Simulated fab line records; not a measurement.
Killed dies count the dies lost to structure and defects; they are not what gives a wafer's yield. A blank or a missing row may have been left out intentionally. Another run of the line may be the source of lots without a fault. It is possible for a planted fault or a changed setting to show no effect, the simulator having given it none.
fab line records	flow n5Finfet
record: lots: 6	wafers: 18	lastDay: 18
route steps=1938 shown BEOL_M4@1026 PASSIVATION@1936
lots that met no fault: taken from a fault-free run of the same line
startH: hours from the record's opening day to when the first of the lot's shown wafers began	waitH: hours from the lot's prior step to this one	" repeats the value in the row above	L1.1+2: a single row standing in for several wafers	- no value, or no start given	* or withheld: withheld	< > ~ a bound
route shown NAME@n: NAME is a module with steps in the file, n the number in the route of the first one	usual: mean and standard deviation over wafers with no fault	same: alike in all rows	chamber/n: place in a boat	sites: per-site readings	_std_site: the values' standard deviation	_edge_site: the outer-site mean with the inner-site mean subtracted	radiusMm: for every site, how far away it sits from the centre of the wafer	mask NAME#n: copy n	behind: the most recent tool/chamber to have shaped the wafer	hold: what put the lot on hold/how long, in hours/how the hold closed	device: which transistor (n, p or np) failed to switch	end of line: the route-end tests of the same wafers	for a step that has no rows: nothing shown but its recipe	killed: not the wafer's yield, but the dies lost to structure and defects at the first sort	map: shows each die of a wafer: x if killed, . if not, _ if none is there
set.NAME: the setting the step ran with; set.NAME@STEP: the setting that earlier step ran with	model.NAME: the simulator's own value behind a step, which no gauge read
a table for each step, a row for each wafer; lots at some steps of the route
services: a tool's chamber out of use, with start hour (startH, from the record's first day; less than 0 if before it), hours out, and reason
== steps ==
step: N5_BEOL_M4_COAT_62
recipe: resist: SiARC	tempC: 220	timeS: 60	spinRpm: 1500	resistThkNm: 12
step: N5_BEOL_M4_COAT_73
recipe: resist: underlayer	tempC: 205	timeS: 60	spinRpm: 1500	resistThkNm: 5
step: N5_BEOL_M4_COAT_05
recipe: resist: CAR-EUV	spinRpm: 1500	resistThkNm: 30
step: N5_BEOL_M4_EBR_07
recipe: solvent: PGMEA	ebrWidthMm: 1.5
step: N5_BEOL_M4_SOFTBAKE_06
recipe: tempC: 110	timeS: 60	resist: CAR-EUV
step: N5_BEOL_M4_EXPOSE_08
recipe: maskId: M4	na: 0.33	sourceShape: dipole	sigmaInner: 0.369	sigmaOuter: 0.767	polarization: unpolarized	doseMj: 41.25
step: N5_BEOL_M4_PEB_09
recipe: pebTempC: 100	pebTimeS: 60	resist: CAR-EUV
step: N5_BEOL_M4_DEVELOP_10
recipe: developTimeS: 30	developer: TMAH	resist: CAR-EUV	rinseLiquid: surfactantRinse	dry: airSpin	devTempC: 23
step: N5_BEOL_M4_CD_MEAS_11
recipe: targetCdNm: 16.79	landingEnergyEv: 500	detector: seInlens	polarity: opening
usual: cdNm: 16.82/0.22
same: landingEnergyEv: 500
lot.wafer	tool	chamber	startH	waitH	cdNm
L108.2	cdSem-01	0	177.24	-	17.06
L108.4	"	0	"	"	16.68
L108.6	"	0	"	"	16.91
L110.3	cdSem-02	0	182.63	-	16.50
L110.5	"	0	"	"	16.47
L110.6	"	0	"	"	16.91
L117.1	cdSem-02	0	282.81	-	16.72
L117.2	"	0	"	"	16.78
L117.6	"	0	"	"	16.48
L121.2	cdSem-02	0	283.81	-	16.48
L121.3	"	0	"	"	16.56
L121.5	"	0	"	"	16.72
L122.3	cdSem-02	0	285.17	-	16.69
L122.5	"	0	"	"	16.83
L122.6	"	0	"	"	17.00
L127.1	cdSem-01	0	299.64	-	16.77
L127.2	"	0	"	"	16.50
L127.6	"	0	"	"	16.77
step: N5_BEOL_M4_OVL_MEAS_12
recipe: pointsPerWafer: 522
usual: M4_OVL: 0.2/0.59
lot.wafer	tool	chamber	startH	waitH	M4_OVL[nm]
L108.2	overlay-02	0	177.27	0.0	0.6
L108.4	"	0	"	"	0.8
L108.6	"	0	"	"	0.1
L110.3	overlay-01	0	182.67	0.0	0.3
L110.5	"	0	"	"	1.0
L110.6	"	0	"	"	0.1
L117.1	overlay-01	0	282.84	0.0	-0.8
L117.2	"	0	"	"	0.1
L117.6	"	0	"	"	0.1
L121.2	overlay-02	0	283.85	0.0	-0.8
L121.3	"	0	"	"	-0.1
L121.5	"	0	"	"	0.3
L122.3	overlay-01	0	285.21	0.0	-0.5
L122.5	"	0	"	"	-0.5
L122.6	"	0	"	"	-0.2
L127.1	overlay-02	0	299.67	0.0	0.8
L127.2	"	0	"	"	-0.1
L127.6	"	0	"	"	0.4
step: N5_BEOL_M4_INSPECT_13
recipe: mode: adi	inspectInstrument: brightfield
usual: rawDefectCount: 395/94
lot.wafer	tool	chamber	startH	waitH	rawDefectCount
L108.2	defectInspect-02	-	177.32	0.0	469
L108.4	"	-	"	"	340
L108.6	"	-	"	"	475
L110.3	defectInspect-02	-	182.71	0.0	824
L110.5	"	-	"	"	628
L110.6	"	-	"	"	413
L117.1	defectInspect-01	-	282.90	0.1	390
L117.2	"	-	"	"	297
L117.6	"	-	"	"	445
L121.2	defectInspect-01	-	283.90	0.0	316
L121.3	"	-	"	"	376
L121.5	"	-	"	"	339
L122.3	defectInspect-02	-	285.26	0.0	487
L122.5	"	-	"	"	365
L122.6	"	-	"	"	421
L127.1	defectInspect-01	-	299.73	0.1	549
L127.2	"	-	"	"	627
L127.6	"	-	"	"	415
step: N5_BEOL_M4_DESCUM_16
recipe: chemistry: O2	timeS: 7	sourcePowerW: 50	biasPowerW: 20	pressureMtorr: 20	rfFrequencyHz: 2.712e+07	tempC: 40	resist: CAR-EUV	o2FlowSccm: 225
usual: biasPowerW: 19.99/0.062	drypumpMotorCurrentA: 5.9/0.45	oesProductAu: 0.81/0.076	rfVppV: 243.4/1.2	showerheadPlenumPTorr: 2.10/0.056	tempC: 40.01/0.1	throttleValvePct: 20.46/0.23
same: timeS: 7
lot.wafer	tool	chamber	startH	waitH	biasPowerW	drypumpMotorCurrentA	oesProductAu	rfHoursCounterH	rfVppV	showerheadPlenumPTorr	tempC	throttleValvePct
L108.2	rieDiel-04	2	177.36	0.0	20.10	5.5	0.72	180	243.2	2.08	40.00	20.68
L108.4	"	3	"	"	19.99	5.5	0.93	-	244.4	2.13	39.94	20.23
L108.6	"	3	"	"	19.96	5.5	0.92	-	242.8	2.13	40.08	20.25
L110.3	rieDiel-05	3	182.89	0.2	19.97	6.0	0.80	92	243.7	2.03	39.92	20.61
L110.5	"	3	"	"	19.93	6.0	0.81	-	242.3	2.03	39.97	20.61
L110.6	"	2	"	"	19.97	6.1	0.72	-	244.1	2.17	40.05	20.76
L117.1	rieDiel-04	0	283.16	0.3	19.98	6.2	0.88	27	241.8	2.13	39.90	20.22
L117.2	"	1	"	"	19.97	6.2	0.90	23	243.4	2.04	39.95	20.21
L117.6	"	1	"	"	19.99	6.3	0.90	-	242.5	2.04	40.14	20.20
L121.2	rieDiel-04	3	284.21	0.3	19.99	5.5	0.86	56	245.9	2.12	40.02	20.30
L121.3	"	1	"	"	19.99	6.2	0.91	24	241.8	2.04	40.04	20.19
L121.5	"	0	"	"	20.04	6.2	0.87	-	243.4	2.13	39.76	20.24
L122.3	rieDiel-01	0	285.29	0.0	20.08	6.5	0.82	92	242.8	2.03	40.20	20.37
L122.5	"	3	"	"	19.92	5.2	0.72	-	244.1	2.08	39.91	20.78
L122.6	"	2	"	"	19.88	5.0	0.92	-	242.4	2.14	39.98	20.08
L127.1	rieDiel-05	3	299.76	0.0	19.97	5.9	0.77	131	241.7	2.01	39.95	20.66
L127.2	"	0	"	"	20.00	5.7	0.78	113	245.2	2.19	40.00	20.57
L127.6	"	1	"	"	20.00	6.6	0.75	-	243.6	2.08	40.12	20.34
step: N5_BEOL_M4_ETCH_74
recipe: chemistry: N2/H2	target: underlayer	targetDepthA: 65	maskMaterial: CAR-EUV	timeS: 5.2	ionEnergyEv: 200	pressureMtorr: 30	sourceW: 840	biasW: 150	n2FlowSccm: 200	h2FlowSccm: 200	ends: cleared
usual: drypumpMotorCurrentA: 5.9/0.45	etchRfOnTimeS: 5.19/0.06	oesProductAu: 0.69/0.062	rfVppV: 524.2/2.3	showerheadPlenumPTorr: 2.56/0.068	throttleValvePct: 17.91/0.24
lot.wafer	tool	chamber	startH	waitH	drypumpMotorCurrentA	etchRfOnTimeS	oesProductAu	rfHoursCounterH	rfVppV	showerheadPlenumPTorr	throttleValvePct
L108.2	rieDiel-04	2	177.41	0.0	5.6	5.23	0.60	180	524.3	2.53	18.18
L108.4	"	3	"	"	5.5	5.12	0.79	-	524.8	2.60	17.80
L108.6	"	3	"	"	5.5	5.06	0.79	-	524.2	2.60	17.75
L110.3	rieDiel-05	3	182.92	0.0	6.0	5.19	0.70	92	521.2	2.45	17.96
L110.5	"	3	"	"	6.0	5.19	0.70	-	521.4	2.45	17.94
L110.6	"	2	"	"	6.1	5.26	0.62	-	522.8	2.63	18.13
L117.1	rieDiel-04	0	283.20	0.0	6.2	8.49	0.58	27	526.7	2.60	17.58
L117.2	"	1	"	"	6.3	5.14	0.75	23	522.9	2.48	17.62
L117.6	"	1	"	"	6.2	5.16	0.77	-	519.5	2.48	17.62
L121.2	rieDiel-04	3	284.24	0.0	5.5	5.15	0.73	56	525.6	2.59	17.88
L121.3	"	1	"	"	6.2	5.15	0.77	24	523.1	2.48	17.59
L121.5	"	0	"	"	6.2	8.54	0.57	-	526.2	2.60	17.57
L122.3	rieDiel-01	0	285.33	0.0	6.5	5.21	0.69	92	521.5	2.47	17.85
L122.5	"	3	"	"	5.2	5.15	0.63	-	525.8	2.55	18.23
L122.6	"	2	"	"	5.0	5.11	0.80	-	525.5	2.59	17.39
L127.1	rieDiel-05	3	299.79	0.0	6.0	5.16	0.66	131	521.8	2.44	18.04
L127.2	"	0	"	"	5.7	5.30	0.66	113	527.6	2.67	18.08
L127.6	"	1	"	"	6.6	5.25	0.63	-	523.2	2.54	17.87
step: N5_BEOL_M4_ETCH_63
recipe: chemistry: CF4	target: SiARC	targetDepthA: 156	maskMaterial: CAR-EUV	timeS: 26	ionEnergyEv: 80	pressureMtorr: 40	sourceW: 545	biasW: 36	Ar_flow_sccm: 100	cf4FlowSccm: 100	ends: cleared
usual: drypumpMotorCurrentA: 5.9/0.44	etchRfOnTimeS: 26.0/0.3	oesProductAu: 0.69/0.062	rfVppV: 184.2/1.1	showerheadPlenumPTorr: 2.15/0.053	throttleValvePct: 15.64/0.23
lot.wafer	tool	chamber	startH	waitH	drypumpMotorCurrentA	etchRfOnTimeS	oesProductAu	rfHoursCounterH	rfVppV	showerheadPlenumPTorr	throttleValvePct
L108.2	rieDiel-04	2	177.44	0.0	5.6	26.1	0.60	180	182.7	2.14	15.92
L108.4	"	3	"	"	5.5	25.2	0.79	-	184.7	2.20	15.44
L108.6	"	3	"	"	5.5	25.4	0.80	-	184.9	2.20	15.46
L110.3	rieDiel-05	3	182.94	0.0	6.0	25.9	0.70	92	183.1	2.08	15.77
L110.5	"	3	"	"	6.0	26.0	0.70	-	184.1	2.08	15.77
L110.6	"	2	"	"	6.1	26.1	0.62	-	187.6	2.20	15.92
L117.1	rieDiel-04	0	283.22	0.0	6.2	25.9	0.74	27	183.1	2.18	15.36
L117.2	"	1	"	"	6.2	25.6	0.78	23	183.4	2.09	15.37
L117.6	"	1	"	"	6.2	25.8	0.78	-	183.5	2.10	15.39
L121.2	rieDiel-04	3	284.26	0.0	5.6	25.8	0.74	56	183.9	2.18	15.55
L121.3	"	1	"	"	6.3	26.0	0.77	24	182.9	2.10	15.39
L121.5	"	0	"	"	6.2	26.3	0.74	-	183.9	2.18	15.39
L122.3	rieDiel-01	0	285.34	0.0	6.5	26.1	0.70	92	182.5	2.08	15.57
L122.5	"	3	"	"	5.2	25.9	0.62	-	185.1	2.13	15.93
L122.6	"	2	"	"	5.0	25.7	0.78	-	183.6	2.18	15.21
L127.1	rieDiel-05	3	299.81	0.0	6.0	26.0	0.66	131	182.2	2.06	15.85
L127.2	"	0	"	"	5.7	26.1	0.67	113	185.8	2.24	15.75
L127.6	"	1	"	"	6.6	26.2	0.64	-	183.1	2.13	15.56
step: N5_BEOL_M4_RC_MEAS_101
usual: DIBL_N: 36.6/1.3	DIBL_P: 36.4/1.4	IOFF_N: 0.167/0.023	IOFF_P: 0.219/0.029	ION_N: 678/8.7	ION_P: 464/6.4	SS_N: 71.5/0.53	SS_P: 73.4/0.57	VT_N: 248.5/2.8	VT_P: -249/3.1
lot.wafer	tool	chamber	startH	waitH	DIBL_N[mV/V]	DIBL_P[mV/V]	IOFF_N[nA/um]	IOFF_P[nA/um]	ION_N[uA/um]	ION_P[uA/um]	SS_N[mV/dec]	SS_P[mV/dec]	VT_N[mV]	VT_P[mV]
L108.2	prober-01	0	185.34	0.2	35.0	34.2	0.146	0.178	678	458	70.6	72.8	248.1	-253
L108.4	"	0	"	"	35.9	35.7	0.161	0.206	684	465	71.0	73.3	246.9	-250
L108.6	"	0	"	"	36.5	35.7	0.169	0.199	686	461	71.4	72.8	247.2	-250
L110.3	prober-02	0	196.53	0.3	35.5	35.3	0.147	0.207	677	467	70.4	73.4	250.7	-252
L110.5	"	0	"	"	36.6	35.2	0.159	0.198	677	464	71.5	73.2	251.4	-249
L110.6	"	0	"	"	34.8	33.9	0.130	0.189	663	459	71.2	73.2	253.6	-248
L117.1	prober-01	0	300.00	0.0	36.7	38.2	0.209	0.269	681	470	71.9	73.9	245.7	-246
L117.2	"	0	"	"	36.2	37.5	0.190	0.247	682	466	71.6	73.7	246.2	-246
L117.6	"	0	"	"	37.3	39.1	0.214	0.276	679	467	72.0	74.4	246.3	-247
L121.2	prober-01	0	305.21	0.2	35.7	36.6	0.159	0.191	667	450	71.9	73.6	249.2	-252
L121.3	"	0	"	"	36.3	38.4	0.188	0.209	673	454	72.4	74.0	247.2	-252
L121.5	"	0	"	"	36.1	37.4	0.176	0.202	665	452	72.1	73.8	249.8	-252
L122.3	prober-01	0	308.82	0.3	37.4	37.2	0.193	0.231	675	461	71.2	73.1	246.4	-248
L122.5	"	0	"	"	35.9	35.8	0.157	0.210	670	457	71.6	73.3	249.6	-249
L122.6	"	0	"	"	35.7	35.4	0.152	0.201	677	460	71.9	73.5	249.6	-251
L127.1	prober-01	0	329.98	0.0	35.8	36.1	0.147	0.208	669	460	71.8	73.2	248.5	-251
L127.2	"	0	"	"	36.4	37.0	0.156	0.211	675	469	71.3	73.5	250.8	-251
L127.6	"	0	"	"	36.7	37.4	0.166	0.222	673	463	72.1	73.4	246.6	-251
step: N5_PASSIVATION_PROBE_49
usual: defectLimitedYield: 91.6/1.6	killed_at_M0_to_M3: 32/9.7	killed_at_M4_up: 13/4.4	killedAtContacts: 12/6.5	killedAtFrontEnd: 38/12	killedAtOther: 3.7/3	killedDies: 99/18	killedOpen: 66/14	killedShort: 32/7.5	sort_bin_5_function: 4.9/1	sort_bin_6_memory: 3.2/0.73	sortNPass: 1081/18	sortYieldPct: 91.6/1.6
same: grossDies: 1180	killedAtBackSide: 0	sort_bin_4_leakage[%]: 0	sort_bin_8_speed[%]: 0
lot.wafer	tool	chamber	startH	waitH	defectLimitedYield[%]	killed_at_M0_to_M3	killed_at_M4_up	killedAtContacts	killedAtFrontEnd	killedAtOther	killedDies	killedOpen	killedShort	sort_bin_5_function[%]	sort_bin_6_memory[%]	sortNPass	sortYieldPct[%]
L108.2	prober-01	-	289.48	0.1	89.2	41	20	35	27	4	127	87	39	6.4	4.1	1053	89.2
L108.4	prober-01	-	289.58	0.2	91.8	32	13	25	27	0	97	70	25	5.8	2.1	1083	91.8
L108.6	prober-01	-	289.68	0.3	91.1	34	17	23	29	2	105	68	35	5.3	3.4	1075	91.1
L110.3	prober-01	-	299.23	0.1	89.2	41	13	16	56	1	127	89	34	6.4	4.1	1053	89.2
L110.5	prober-01	-	299.33	0.2	89.3	42	14	8	59	3	126	87	39	6.3	3.7	1054	89.3
L110.6	prober-01	-	299.38	0.3	88.8	60	16	9	45	2	132	100	31	6.5	4.4	1048	88.8
L117.2	prober-02	-	408.36	0.1	91.3	25	10	24	40	4	103	66	36	4.4	3.9	1077	91.3
L117.6	prober-02	-	408.56	0.3	94.2	20	10	11	25	3	69	46	23	3.0	2.8	1111	94.2
L122.3	prober-01	-	409.09	0.1	91.9	29	13	9	42	2	95	66	26	4.8	3.2	1085	91.9
L122.5	prober-01	-	409.19	0.2	90.9	40	12	13	40	2	107	69	38	5.6	3.2	1073	90.9
L122.6	prober-01	-	409.24	0.3	91.1	46	10	4	36	9	105	67	38	5.8	2.6	1075	91.1
L121.2	prober-01	-	418.75	0.1	93.8	18	12	8	30	5	73	43	30	3.6	2.2	1107	93.8
L121.3	prober-01	-	418.80	0.1	90.8	35	15	9	48	2	109	68	41	5.5	3.5	1071	90.8
L121.5	prober-01	-	418.90	0.2	91.7	22	6	9	58	3	98	56	42	5.1	3.0	1082	91.7
L127.1	prober-01	-	430.84	0.0	92.3	33	20	3	33	2	91	55	33	5.0	2.5	1089	92.3
L127.2	prober-01	-	430.89	0.1	90.8	36	14	14	41	3	108	71	35	5.2	3.6	1072	90.8
L127.6	prober-01	-	431.09	0.3	91.2	27	18	16	35	8	104	69	32	5.6	3.1	1076	91.2
killed by level:class
L108.2 MOL_CONTACT_COAG:geometricParticle:open=28 BEOL_M0_SAQP:geometricParticle:open=11 BEOL_M0_SAQP:geometricParticle:short=10 BEOL_M1:geometricParticle:open=8 MOL_CONTACT_COAG:geometricParticle:short=7 STARTING-WAFER:geometricParticle:open=6 BEOL_M2:geometricParticle:open=4 FIN_SAQP:geometricParticle:open=3
L108.4 MOL_CONTACT_COAG:geometricParticle:open=19 STI_FIN_REVEAL:geometricParticle:open=9 BEOL_M2:geometricParticle:open=7 BEOL_M0_SAQP:geometricParticle:open=6 MOL_CONTACT_COAG:geometricParticle:short=6 BEOL_M0_SAQP:geometricParticle:short=6 BEOL_M1:geometricParticle:open=5 BEOL_M3:geometricParticle:open=5
L108.6 MOL_CONTACT_COAG:geometricParticle:open=19 BEOL_M1:geometricParticle:open=11 BEOL_M0_SAQP:geometricParticle:open=6 BEOL_M0_SAQP:geometricParticle:short=6 FIN_SAQP:geometricParticle:open=5 DUMMY_GATE:geometricParticle:open=4 ILD0:geometricParticle:short=4 MOL_CONTACT_COAG:geometricParticle:short=4
L110.3 STI_FIN_REVEAL:geometricParticle:open=16 BEOL_M3:geometricParticle:open=15 MOL_CONTACT_COAG:geometricParticle:open=12 BEOL_M0:geometricParticle:open=8 STI_FIN_REVEAL:geometricParticle:short=7 FIN_SAQP:geometricParticle:open=6 FIN_SAQP:geometricParticle:short=6 GATE_CUT:geometricParticle:short=6
L110.5 STI_FIN_REVEAL:geometricParticle:open=17 FIN_SAQP:geometricParticle:open=13 BEOL_M3:geometricParticle:open=13 BEOL_M0_SAQP:geometricParticle:open=8 GATE_CUT:geometricParticle:open=7 BEOL_M4:geometricParticle:open=7 FIN_SAQP:geometricParticle:short=6 BEOL_M0_SAQP:geometricParticle:short=6
L110.6 STI_FIN_REVEAL:geometricParticle:open=24 BEOL_M3:geometricParticle:open=24 BEOL_M0_SAQP:geometricParticle:open=8 BEOL_M1:geometricParticle:open=7 BEOL_M0:geometricParticle:open=7 FIN_SAQP:geometricParticle:open=6 BEOL_M4:geometricParticle:open=6 STI_FIN_REVEAL:geometricParticle:short=5
L117.2 MOL_CONTACT_COAG:geometricParticle:open=19 STI_FIN_REVEAL:geometricParticle:open=7 BEOL_M0_SAQP:geometricParticle:short=7 BEOL_M0_SAQP:geometricParticle:open=7 GATE_CUT:geometricParticle:open=6 BEOL_M3:geometricParticle:open=5 MOL_CONTACT_COAG:geometricParticle:short=5 DUMMY_GATE:geometricParticle:open=4
L117.6 MOL_CONTACT_COAG:geometricParticle:open=8 BEOL_M3:geometricParticle:open=8 BEOL_M1:geometricParticle:open=6 DUMMY_GATE:geometricParticle:open=5 DUMMY_GATE:geometricParticle:short=4 BEOL_M7:geometricParticle:open=4 MOL_CONTACT_COAG:geometricParticle:short=3 STARTING-WAFER:geometricParticle:open=3
L122.3 FIN_SAQP:geometricParticle:open=9 FIN_SAQP:geometricParticle:short=9 STI_FIN_REVEAL:geometricParticle:open=9 MOL_CONTACT_COAG:geometricParticle:open=8 BEOL_M0_SAQP:geometricParticle:short=5 BEOL_M0:geometricParticle:open=5 DUMMY_GATE:geometricParticle:open=4 BEOL_M2:geometricParticle:open=4
L122.5 BEOL_M0_SAQP:geometricParticle:short=12 FIN_SAQP:geometricParticle:open=9 FIN_SAQP:geometricParticle:short=9 MOL_CONTACT_COAG:geometricParticle:open=9 STI_FIN_REVEAL:geometricParticle:open=7 BEOL_M2:geometricParticle:open=7 BEOL_M0_SAQP:geometricParticle:open=6 BEOL_M0:geometricParticle:open=5
L122.6 BEOL_M0_SAQP:geometricParticle:short=13 STI_FIN_REVEAL:geometricParticle:open=11 BEOL_M0_SAQP:geometricParticle:open=11 BEOL_M1:geometricParticle:open=10 FIN_SAQP:geometricParticle:short=6 FIN_SAQP:geometricParticle:open=4 DUMMY_GATE:geometricParticle:open=4 MOL_CONTACT_COAG:geometricParticle:open=4
L121.2 GATE_CUT:geometricParticle:short=7 FIN_SAQP:geometricParticle:short=6 FIN_SAQP:geometricParticle:open=6 MOL_CONTACT_COAG:geometricParticle:open=5 BEOL_M2:geometricParticle:open=5 STI_FIN_REVEAL:geometricParticle:open=4 BEOL_M3:geometricParticle:open=4 BEOL_M5:geometricParticle:open=4
L121.3 BEOL_M2:geometricParticle:open=14 GATE_CUT:geometricParticle:short=12 FIN_SAQP:geometricParticle:short=10 STI_FIN_REVEAL:geometricParticle:open=10 MOL_CONTACT_COAG:geometricParticle:open=8 BEOL_M0_SAQP:geometricParticle:open=8 BEOL_M3:geometricParticle:open=6 FIN_SAQP:geometricParticle:open=5
L121.5 FIN_SAQP:geometricParticle:short=10 STI_FIN_REVEAL:geometricParticle:open=10 FIN_SAQP:geometricParticle:open=8 GATE_CUT:geometricParticle:short=8 BEOL_M2:geometricParticle:open=7 MOL_CONTACT_COAG:geometricParticle:open=6 STI_FIN_REVEAL:geometricParticle:short=5 DUMMY_GATE:geometricParticle:open=4
L127.1 BEOL_M1:geometricParticle:open=9 BEOL_M4:geometricParticle:open=8 BEOL_M0_SAQP:geometricParticle:short=8 BEOL_M3:geometricParticle:open=7 STI_FIN_REVEAL:geometricParticle:open=6 BEOL_M0_SAQP:geometricParticle:open=6 FIN_SAQP:geometricParticle:short=4 GATE_CUT:geometricParticle:open=4
L127.2 STI_FIN_REVEAL:geometricParticle:open=11 BEOL_M1:geometricParticle:open=10 MOL_CONTACT_COAG:geometricParticle:open=9 BEOL_M4:geometricParticle:open=7 BEOL_M0_SAQP:geometricParticle:short=6 BEOL_M3:geometricParticle:open=6 BEOL_M0_SAQP:geometricParticle:open=5 MOL_CONTACT_COAG:geometricParticle:short=5
L127.6 MOL_CONTACT_COAG:geometricParticle:open=14 BEOL_M3:geometricParticle:open=10 FIN_SAQP:geometricParticle:short=9 BEOL_M4:geometricParticle:open=7 FIN_SAQP:geometricParticle:open=6 STARTING-WAFER:geometricParticle:open=5 STI_FIN_REVEAL:geometricParticle:open=4 BEOL_M0_SAQP:geometricParticle:open=4
== services ==
tool	chamber	startH	hours	kind
rieDiel-04	0	160.67	-	clean
rieDiel-04	0	160.67	-	consumableReplace:focusRing
rieDiel-04	0	160.67	25.2	scheduledDown
rieDiel-04	0	160.67	25.2	ventCycle
rieDiel-05	1	173.90	8.8	repair
rieDiel-04	1	176.16	8.1	repair
rieDiel-01	0	182.28	1.9	repair
rieDiel-04	1	185.89	-	clean
rieDiel-04	1	185.89	-	consumableReplace:focusRing
rieDiel-04	1	185.89	27.9	scheduledDown
rieDiel-04	1	185.89	27.9	ventCycle
rieDiel-01	2	190.80	1.6	repair
rieDiel-01	2	204.69	-	clean
rieDiel-01	2	204.69	-	consumableReplace:focusRing
rieDiel-01	2	204.69	23.2	scheduledDown
rieDiel-01	2	204.69	23.2	ventCycle
rieDiel-04	0	214.62	7.9	repair
rieDiel-05	-	236.95	2.4	repair
rieDiel-04	2	287.32	7.5	repair
== key ==
firstSign: step: N5_BEOL_M4_ETCH_74	reading: etchRfOnTimeS	direction: up	sigmas: 55	usual: *	struck: *
effect none on later readings
metAt N5_BEOL_M4_ETCH_74
struckWafers L117.1,L121.5
rowsEnd L117.1
fault: kind: processParameterDrift	tool: rieDiel-04	chamber: 0	onsetH: 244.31	steps: N5_BEOL_M4_ETCH_74	channel: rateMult	offset: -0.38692	shape: step
rowsEnd: these wafers met a further fault down the route, and their rows from its step on are left out
